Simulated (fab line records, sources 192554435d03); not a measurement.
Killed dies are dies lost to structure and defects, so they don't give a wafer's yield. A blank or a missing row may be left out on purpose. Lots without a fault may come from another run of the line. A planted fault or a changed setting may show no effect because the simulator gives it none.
Split-lot experiment | flow n5_finfet | 7 lots, 21 wafers read, on a route of 1938 steps

THE SPLIT
At N5_BEOL_M7_COAT_22 (resist thk 30 nm), the setting spin_rpm was moved away from the recipe's 1500 rpm on 7 of the 21 wafers read, by -10.9% to +9.3%. The other wafers ran this setting at the recipe's value.

FROM THE SPLIT TO THE READING: what the file shows between them, 2 steps
- N5_BEOL_M7_EBR_24
- N5_BEOL_M7_SOFTBAKE_23: time 60 s

THE READING
CAR-EUV_of_BEOL_M7_COAT_22.thk_nm (the simulator's own value, which no gauge read), in nm, at N5_BEOL_M7_DESCUM_33 (chemistry O2, time 7 s). The file gives no usual value for it. The 14 wafers here that ran the recipe average 26.0 nm, standard deviation 0.11 nm.

wafer  | tool, chamber at the split | spin_rpm as run, rpm | against the recipe | CAR-EUV_of_BEOL_M7_COAT_22.thk_nm, nm | against lot-mates on the recipe
L075.1 | litho_track-02, 0          | 1500                 | recipe             | 26                                    | -
L075.5 | litho_track-02, 0          | 1500                 | recipe             | 26                                    | -
L075.6 | litho_track-02, 0          | 1640                 | +9.3%              | 24.8                                  | -1.2
L077.3 | litho_track-01, 0          | 1500                 | recipe             | 26                                    | -
L077.5 | litho_track-01, 0          | 1500                 | recipe             | 26                                    | -
L077.6 | litho_track-01, 0          | 1581                 | +5.4%              | 25.2                                  | -0.8
L080.1 | litho_track-05, 0          | 1500                 | recipe             | 26.2                                  | -
L080.5 | litho_track-05, 0          | 1500                 | recipe             | 26                                    | -
L080.6 | litho_track-05, 0          | 1500                 | recipe             | 26                                    | -
L084.2 | litho_track-02, 0          | 1336                 | -10.9%             | 28                                    | +1.8
L084.3 | litho_track-02, 0          | 1500                 | recipe             | 26.2                                  | -
L084.5 | litho_track-02, 0          | 1336                 | -10.9%             | 27.8                                  | +1.6
L085.1 | litho_track-05, 0          | 1500                 | recipe             | 26.2                                  | -
L085.6 | litho_track-05, 0          | 1500                 | recipe             | 26.2                                  | -
L085.2 | litho_track-05, 0          | 1379                 | -8.1%              | 27.2                                  | +1.0
L089.3 | litho_track-01, 0          | 1500                 | recipe             | 26                                    | -
L089.5 | litho_track-01, 0          | 1500                 | recipe             | 25.8                                  | -
L089.6 | litho_track-01, 0          | 1376                 | -8.3%              | 27.4                                  | +1.5
L097.1 | litho_track-01, 0          | 1500                 | recipe             | 26                                    | -
L097.2 | litho_track-01, 0          | 1500                 | recipe             | 26                                    | -
L097.6 | litho_track-01, 0          | 1583                 | +5.5%              | 25.2                                  | -0.8

THE FIT
A straight line over all 21 wafers: CAR-EUV_of_BEOL_M7_COAT_22.thk_nm changes by -0.157 nm for each +1% of spin_rpm; r = -0.99; the points scatter about the line by 0.12 nm.
The same after taking each lot's own level away (the mean of its wafers on the recipe; 21 wafers): -0.149 nm for each +1%; r = -0.99; scatter 0.11 nm.
On that fit, the largest move of spin_rpm shifts the reading by 1.6 nm.
The lots' own levels span 25.90 to 26.20 nm, that is 2.7 times the standard deviation above.
So the lot-to-lot level changes the slope little: the two slopes agree.
Check: with one of the wafers moved furthest among these (-10.9%) left out of the fit, the line predicts +1.6 nm for it against its lot-mates. It came out at +1.8 nm against them.

OTHER SPLITS ON THESE WAFERS
These wafers also went through other splits before the reading. Each is held against what the fit with the lots' levels taken away leaves over:
other split on the same wafers | wafers away from the commonest value | r with CAR-EUV_of_BEOL_M7_COAT_22.thk_nm (lot level and that fit taken away)
N5_BEOL_M5_COAT_22 spin_rpm    | 6                                    | -0.11
N5_BEOL_M7_COAT_71 spin_rpm    | 4                                    | +0.14

THE WHOLE CHAIN: every reading that the file lists as answering this split, in the file's order
step                 | what it does           | reading                                                                            | change (the file's fit)               | r (the file's)
N5_BEOL_M7_COAT_22   | resist thk 30 nm       | CAR-EUV_of_BEOL_M7_COAT_22.thk_nm (the simulator's own value, which no gauge read) | -0.156 nm for each +1% of the setting | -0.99
N5_BEOL_M7_DESCUM_33 | chemistry O2, time 7 s | CAR-EUV_of_BEOL_M7_COAT_22.thk_nm (the simulator's own value, which no gauge read) | -0.148 nm for each +1% of the setting | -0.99

THE FILE'S OWN FIT
CAR-EUV_of_BEOL_M7_COAT_22.thk_nm changes by -0.148 nm for each +1% of spin_rpm, r = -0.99.
